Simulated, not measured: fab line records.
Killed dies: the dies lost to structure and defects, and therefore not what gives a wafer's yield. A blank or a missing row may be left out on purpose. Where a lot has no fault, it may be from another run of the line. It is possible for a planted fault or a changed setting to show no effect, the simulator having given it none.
Which tool was responsible? | flow n5-finfet | 24 lots with 72 wafers sampled at 4 steps, on a route of 1938 steps

== WHAT THE GAUGES SHOWED, per wafer ==
N5_BEOL_M15_CD_MEAS_10: the cd target is 360 nm. Usual: cd-nm 360.8 nm, standard deviation 1.6.
lot  | measured     | on        | cd-nm (nm)        | flag
L075 | day 12 16:10 | cd-sem-03 | 359.3 357.1 359.6 |
L074 | day 13 08:24 | cd-sem-01 | 359.8 358.3 361.4 |
L076 | day 13 09:27 | cd-sem-03 | 361.0 363.1 363.2 |
L077 | day 13 14:44 | cd-sem-01 | 361.0 361.3 359.2 |
L078 | day 13 18:41 | cd-sem-01 | 363.4 361.3 362.9 |
L079 | day 14 01:31 | cd-sem-02 | 362.2 360.7 360.5 |
L082 | day 14 04:10 | cd-sem-02 | 360.2 357.6 360.9 |
L081 | day 14 13:35 | cd-sem-02 | 361.5 358.9 360.5 |
L080 | day 14 18:17 | cd-sem-02 | 359.7 358.7 361.4 |
L083 | day 14 20:17 | cd-sem-01 | 359.5 364.0 360.6 |
L084 | day 14 23:01 | cd-sem-03 | 362.6 363.5 361.3 |
L085 | day 15 00:04 | cd-sem-03 | 360.3 362.4 362.9 |
L086 | day 15 09:52 | cd-sem-03 | 362.3 361.9 362.8 |
L088 | day 16 04:46 | cd-sem-03 | 360.2 361.5 361.3 |
L087 | day 16 09:29 | cd-sem-01 | 361.7 359.1 359.2 |
L091 | day 16 09:48 | cd-sem-01 | 361.2 360.2 363.2 |
L089 | day 17 00:44 | cd-sem-03 | 358.7 363.1 361.8 |
L090 | day 17 09:55 | cd-sem-03 | 359.8 361.5 362.8 |
L093 | day 17 18:31 | cd-sem-01 | 359.8 359.3 360.8 |
L092 | day 18 05:28 | cd-sem-03 | 362.0 358.5 358.8 |
L094 | day 18 21:57 | cd-sem-02 | 361.2 361.4 363.0 |
L095 | day 18 22:42 | cd-sem-01 | 361.0 361.4 358.7 |
L096 | day 19 01:04 | cd-sem-01 | 358.7 360.6 364.2 |
L097 | day 19 01:13 | cd-sem-01 | 361.9 359.6 359.6 |

== TOOL THAT RAN EACH LOT (tool first, then ch and the chambers of the sampled wafers, then the start) ==
lot  | N5_BEOL_M14_DEGAS_41         | N5_BEOL_M14_SPUTTER_44       | N5_BEOL_M14_CMP_49
L075 | pvd-sputter-02, day 12 13:41 | pvd-sputter-02, day 12 13:51 | cmp-04 ch 0,3, day 12 15:02
L074 | pvd-sputter-02, day 13 06:29 | pvd-sputter-02, day 13 06:39 | cmp-01 ch 0,1,2, day 13 07:26
L076 | pvd-sputter-01, day 13 07:34 | pvd-sputter-01, day 13 07:44 | cmp-01 ch 0,2, day 13 08:25
L077 | pvd-sputter-02, day 13 12:43 | pvd-sputter-02, day 13 12:53 | cmp-04 ch 1,2,3, day 13 13:41
L078 | pvd-sputter-01, day 13 16:41 | pvd-sputter-01, day 13 16:50 | cmp-04 ch 1,2,3, day 13 17:34
L079 | pvd-sputter-02, day 13 23:25 | pvd-sputter-02, day 13 23:34 | cmp-02 ch 0,1,2, day 14 00:23
L082 | pvd-sputter-01, day 14 02:03 | pvd-sputter-01, day 14 02:13 | cmp-04 ch 2,3, day 14 02:56
L081 | pvd-sputter-02, day 14 11:17 | pvd-sputter-02, day 14 11:26 | cmp-02 ch 0,1,2, day 14 12:33
L080 | pvd-sputter-02, day 14 15:50 | pvd-sputter-02, day 14 16:00 | cmp-01 ch 0,2,3, day 14 17:08
L083 | pvd-sputter-01, day 14 18:13 | pvd-sputter-01, day 14 18:23 | cmp-02 ch 0,2,3, day 14 19:12
L084 | pvd-sputter-03, day 14 20:52 | pvd-sputter-03, day 14 21:01 | cmp-01 ch 0,1, day 14 21:53
L085 | pvd-sputter-03, day 14 21:50 | pvd-sputter-03, day 14 22:00 | cmp-04 ch 0,3, day 14 22:53
L086 | pvd-sputter-03, day 15 07:59 | pvd-sputter-03, day 15 08:08 | cmp-02 ch 0,1,2, day 15 08:50
L088 | pvd-sputter-03, day 16 02:38 | pvd-sputter-03, day 16 02:47 | cmp-01 ch 0,2,3, day 16 03:43
L087 | pvd-sputter-02, day 16 06:41 | pvd-sputter-02, day 16 06:50 | cmp-01 ch 0,1,2, day 16 08:27
L091 | pvd-sputter-02, day 16 07:14 | pvd-sputter-02, day 16 07:24 | cmp-02 ch 0,3, day 16 08:44
L089 | pvd-sputter-01, day 16 22:52 | pvd-sputter-01, day 16 23:01 | cmp-04 ch 0,1,3, day 16 23:44
L090 | pvd-sputter-03, day 17 07:53 | pvd-sputter-03, day 17 08:03 | cmp-04 ch 0,1,2, day 17 08:47
L093 | pvd-sputter-01, day 17 16:38 | pvd-sputter-01, day 17 16:48 | cmp-01 ch 0,1,3, day 17 17:29
L092 | pvd-sputter-03, day 18 03:16 | pvd-sputter-03, day 18 03:25 | cmp-02 ch 1,2, day 18 04:28
L094 | pvd-sputter-01, day 18 19:50 | pvd-sputter-01, day 18 20:00 | cmp-02 ch 0,2,3, day 18 20:49
L095 | pvd-sputter-03, day 18 20:12 | pvd-sputter-03, day 18 20:22 | cmp-02 ch 0,1,3, day 18 21:32
L096 | pvd-sputter-01, day 18 22:56 | pvd-sputter-01, day 18 23:06 | cmp-02 ch 0,1,2, day 18 23:54
L097 | pvd-sputter-03, day 18 23:12 | pvd-sputter-03, day 18 23:22 | cmp-04 ch 1,2,3, day 19 00:09
- N5_BEOL_M14_DEGAS_41: time 60 s.
- N5_BEOL_M14_SPUTTER_44: material Ta, target thk 15 nm, time 24.19 s.
- N5_BEOL_M14_CMP_49: polishes, stops on SiO2, t overpolish 5.2 s, target thk 560 nm.

== WHAT THE TOOLS THEMSELVES READ (means of the sampled wafers that have a number; where no wafer has one, the mark that the record gives instead) ==
N5_BEOL_M14_DEGAS_41. Usual: heater-power-w 469 W, standard deviation 66.
lot  | tool           | heater-power-w (W) | flag
L075 | pvd-sputter-02 | 461                |
L074 | pvd-sputter-02 | 561                |
L076 | pvd-sputter-01 | 486                |
L077 | pvd-sputter-02 | 519                |
L078 | pvd-sputter-01 | 486                |
L079 | pvd-sputter-02 | 477                |
L082 | pvd-sputter-01 | 498                |
L081 | pvd-sputter-02 | 516                |
L080 | pvd-sputter-02 | 483                |
L083 | pvd-sputter-01 | 368                |
L084 | pvd-sputter-03 | 418                |
L085 | pvd-sputter-03 | 432                |
L086 | pvd-sputter-03 | 452                |
L088 | pvd-sputter-03 | 438                |
L087 | pvd-sputter-02 | 464                |
L091 | pvd-sputter-02 | 543                |
L089 | pvd-sputter-01 | 487                |
L090 | pvd-sputter-03 | 435                |
L093 | pvd-sputter-01 | 426                |
L092 | pvd-sputter-03 | 458                |
L094 | pvd-sputter-01 | 434                |
L095 | pvd-sputter-03 | 432                |
L096 | pvd-sputter-01 | 483                |
L097 | pvd-sputter-03 | 429                |

N5_BEOL_M14_SPUTTER_44. Usual: throttle-valve-pct 30.7 %, standard deviation 1.1.
lot  | tool           | throttle-valve-pct (%) | flag
L075 | pvd-sputter-02 | 31.8                   |
L074 | pvd-sputter-02 | 29.9                   |
L076 | pvd-sputter-01 | 31.2                   |
L077 | pvd-sputter-02 | 30.9                   |
L078 | pvd-sputter-01 | 31.2                   |
L079 | pvd-sputter-02 | 31.4                   |
L082 | pvd-sputter-01 | 30.8                   |
L081 | pvd-sputter-02 | 30.8                   |
L080 | pvd-sputter-02 | 31.1                   |
L083 | pvd-sputter-01 | 30.1                   |
L084 | pvd-sputter-03 | 29.4                   |
L085 | pvd-sputter-03 | 29.2                   |
L086 | pvd-sputter-03 | 30.4                   |
L088 | pvd-sputter-03 | 30.0                   |
L087 | pvd-sputter-02 | 32.1                   |
L091 | pvd-sputter-02 | 30.7                   |
L089 | pvd-sputter-01 | 31.2                   |
L090 | pvd-sputter-03 | 29.9                   |
L093 | pvd-sputter-01 | 31.0                   |
L092 | pvd-sputter-03 | 31.0                   |
L094 | pvd-sputter-01 | 30.4                   |
L095 | pvd-sputter-03 | 30.0                   |
L096 | pvd-sputter-01 | 31.3                   |
L097 | pvd-sputter-03 | 30.6                   |

N5_BEOL_M14_CMP_49. Usual: barrier-field-endpoint-s 11.37 s, standard deviation 0.26; motor-current-A 7.7 A, standard deviation 0.71; overpolish-run-s 5.201 s, standard deviation 0.0087; time-to-endpoint-s 122 s, standard deviation 4.2.
lot  | tool   | barrier-field-endpoint-s (s) | motor-current-A (A) | overpolish-run-s (s) | time-to-endpoint-s (s) | flag
L075 | cmp-04 | 11.30                        | 8.0                 | 5.211                | 127                    |
L074 | cmp-01 | 11.26                        | 7.5                 | 5.195                | 118                    |
L076 | cmp-01 | 11.11                        | 7.2                 | 5.205                | 123                    |
L077 | cmp-04 | 11.44                        | 8.0                 | 5.202                | 123                    |
L078 | cmp-04 | 11.39                        | 8.4                 | 5.191                | 125                    |
L079 | cmp-02 | 11.25                        | 7.9                 | 5.197                | 119                    |
L082 | cmp-04 | 11.78                        | 8.3                 | 5.201                | 127                    |
L081 | cmp-02 | 11.22                        | 7.7                 | 5.198                | 122                    |
L080 | cmp-01 | 11.14                        | 7.1                 | 5.205                | 120                    |
L083 | cmp-02 | 11.19                        | 8.3                 | 5.201                | 117                    |
L084 | cmp-01 | 11.39                        | 7.2                 | 5.202                | 123                    |
L085 | cmp-04 | 11.36                        | 7.5                 | 5.203                | 124                    |
L086 | cmp-02 | 11.39                        | 7.6                 | 5.200                | 122                    |
L088 | cmp-01 | 11.52                        | 7.1                 | 5.202                | 124                    |
L087 | cmp-01 | 11.50                        | 7.3                 | 5.207                | 121                    |
L091 | cmp-02 | 11.54                        | 8.4                 | 5.192                | 126                    |
L089 | cmp-04 | 11.65                        | 8.0                 | 5.207                | 125                    |
L090 | cmp-04 | 11.75                        | 7.6                 | 5.199                | 123                    |
L093 | cmp-01 | 11.16                        | 7.4                 | 5.194                | 121                    |
L092 | cmp-02 | 11.28                        | 7.4                 | 5.206                | 116                    |
L094 | cmp-02 | 11.04                        | 8.3                 | 5.195                | 117                    |
L095 | cmp-02 | 11.38                        | 8.1                 | 5.201                | 120                    |
L096 | cmp-02 | 11.20                        | 7.7                 | 5.207                | 122                    |
L097 | cmp-04 | 11.05                        | 8.1                 | 5.201                | 116                    |

== THE ANSWER, worked out from the rows above alone ==
Rule: take the mean of a lot's wafers that have a number; if it is more than 3 standard deviations from the usual mean, the lot is off. Also off: a lot with no number at a reading for which 4 or more lots have one. The other lots that the step has rows for count as sound. First the gauges in route order, then the tools' own readings, where a lot's mean is used as printed above. At the first step where some lot is off, the reading lying furthest off is the one used; lots without a number count as furthest.
Nothing can be told from this: no lot is off at any reading shown.

== WHAT THE SIMULATOR HAD PUT IN ==
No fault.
